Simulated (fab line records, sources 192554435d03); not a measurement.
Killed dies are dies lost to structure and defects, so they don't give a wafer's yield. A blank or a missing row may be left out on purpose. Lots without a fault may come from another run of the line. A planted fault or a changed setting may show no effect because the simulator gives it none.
Split-lot experiment | flow n5_finfet | 7 lots, 21 wafers read, on a route of 1938 steps

THE SPLIT
At N5_SD_EPI_P_COAT_34 (time 60 s, resist thk 350 nm), the setting spin_rpm was moved away from the recipe's 1500 rpm on 5 of the 21 wafers read, by -8.1% to +7.3%. The other wafers ran this setting at the recipe's value.

The reading is taken at the split's own step.

THE READING
SOC_of_SD_EPI_P_COAT_34.thk_nm (the simulator's own value, which no gauge read), in nm, at N5_SD_EPI_P_COAT_34 (time 60 s, resist thk 350 nm). The file gives no usual value for it. The 16 wafers here that ran the recipe average 350.2 nm, standard deviation 0.82 nm.

wafer  | tool, chamber at the split | spin_rpm as run, rpm | against the recipe | SOC_of_SD_EPI_P_COAT_34.thk_nm, nm | against lot-mates on the recipe
L074.1 | litho_track-03, 0          | 1500                 | recipe             | 352.4                              | -
L074.2 | litho_track-03, 0          | 1500                 | recipe             | 351.4                              | -
L074.3 | litho_track-03, 0          | 1500                 | recipe             | 350.6                              | -
L076.1 | litho_track-03, 0          | 1500                 | recipe             | 350.4                              | -
L076.2 | litho_track-03, 0          | 1500                 | recipe             | 349.4                              | -
L076.4 | litho_track-03, 0          | 1500                 | recipe             | 349.8                              | -
L078.2 | litho_track-01, 0          | 1609                 | +7.3%              | 337.6                              | -12.9
L078.3 | litho_track-01, 0          | 1500                 | recipe             | 350.8                              | -
L078.6 | litho_track-01, 0          | 1500                 | recipe             | 350.2                              | -
L082.1 | litho_track-03, 0          | 1379                 | -8.1%              | 364.8                              | +14.6
L082.3 | litho_track-03, 0          | 1500                 | recipe             | 350.4                              | -
L082.4 | litho_track-03, 0          | 1500                 | recipe             | 350                                | -
L084.2 | litho_track-05, 0          | 1500                 | recipe             | 349.8                              | -
L084.3 | litho_track-05, 0          | 1500                 | recipe             | 350.4                              | -
L084.5 | litho_track-05, 0          | 1547                 | +3.1%              | 343.4                              | -6.7
L087.3 | litho_track-01, 0          | 1435                 | -4.3%              | 356.8                              | +7.4
L087.5 | litho_track-01, 0          | 1435                 | -4.3%              | 356.8                              | +7.4
L087.4 | litho_track-01, 0          | 1500                 | recipe             | 349.4                              | -
L095.2 | litho_track-03, 0          | 1500                 | recipe             | 349.2                              | -
L095.5 | litho_track-03, 0          | 1500                 | recipe             | 349.2                              | -
L095.4 | litho_track-03, 0          | 1500                 | recipe             | 349.8                              | -

THE FIT
A straight line over all 21 wafers: SOC_of_SD_EPI_P_COAT_34.thk_nm changes by -1.75 nm for each +1% of spin_rpm; r = -0.99; the points scatter about the line by 0.87 nm.
The same after taking each lot's own level away (the mean of its wafers on the recipe; 21 wafers): -1.8 nm for each +1%; r = -1.00; scatter 0.47 nm.
On that fit, the largest move of spin_rpm shifts the reading by 15 nm.
The lots' own levels span 349.40 to 351.47 nm, that is 2.5 times the standard deviation above.
So the lot-to-lot level changes the slope little: the two slopes agree.
Check: with one of the wafers moved furthest among these (-8.1%) left out of the fit, the line predicts +14.3 nm for it against its lot-mates. It came out at +14.6 nm against them.

OTHER SPLITS ON THESE WAFERS
These wafers also went through other splits before the reading. Each is held against what the fit with the lots' levels taken away leaves over:
other split on the same wafers         | wafers away from the commonest value | r with SOC_of_SD_EPI_P_COAT_34.thk_nm (lot level and that fit taken away)
N5_WELL_APT_COAT_02 spin_rpm           | 5                                    | +0.06
N5_PMOS_HMC_CHANNEL_EPI_ETCH_32 bias_w | 7                                    | -0.03
N5_FIN_SAQP_EXPOSE_13 dose_mj          | 7                                    | +0.17
N5_SD_EPI_N_EPI_21 epi_growth_time_s   | 5                                    | +0.03

THE FILE'S OWN FIT
SOC_of_SD_EPI_P_COAT_34.thk_nm changes by -1.81 nm for each +1% of spin_rpm, r = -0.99.
